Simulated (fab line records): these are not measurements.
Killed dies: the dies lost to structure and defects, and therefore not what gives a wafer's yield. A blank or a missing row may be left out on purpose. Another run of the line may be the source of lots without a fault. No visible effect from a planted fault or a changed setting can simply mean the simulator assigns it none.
Matching of chambers	flow nand_harc	cmp-01 running NHARC_THIN_TSV_CMP_01: 4 sister chambers
The step polishes. 4 wafers are shown with their chamber, then 7 later ones without.

## WAFERS, EACH WITH ITS CHAMBER
wafer	chamber	motor_current_A (A)
L982.4	0	12.4
L982.6	2	9.9
L992.1	1	11.0
L992.3	3	10.7

## WAFERS WITH NO CHAMBER GIVEN
wafer	motor_current_A (A)
L992.6	11.6
L993.1	11.3
L993.4	10.7
L993.6	12.4
L998.1	10.2
L998.4	10.8
L998.6	10.2

## WHICH CHAMBER EACH WENT THROUGH
wafer	from the rows above	in truth
L992.6	can't be placed: 1 or 0 or 3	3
L993.1	can't be placed: 1 or 3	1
L993.4	can't be placed: 3 or 1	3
L993.6	0	0
L998.1	can't be placed: 2 or 3 or 1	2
L998.4	can't be placed: 3 or 1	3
L998.6	can't be placed: 2 or 3 or 1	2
Correctly placed: 1 of 7. From these rows, 6 cannot be placed; in 6 the true chamber is one of the candidates. Placed wrongly: 0.
How it was worked out, from the rows above alone: a wafer's distance from a chamber is the root of the sum, over the readings, of the square of ((its reading less the chamber's mean) divided by the reading's scatter). The wafer belongs to the nearest chamber; if the next one is less than 2 further off, it can't be placed. Each chamber's mean is taken over the wafers shown for it. The scatter: with one shown wafer a chamber, the root of the mean of the squares of how far each hidden wafer lies from its nearest shown one.
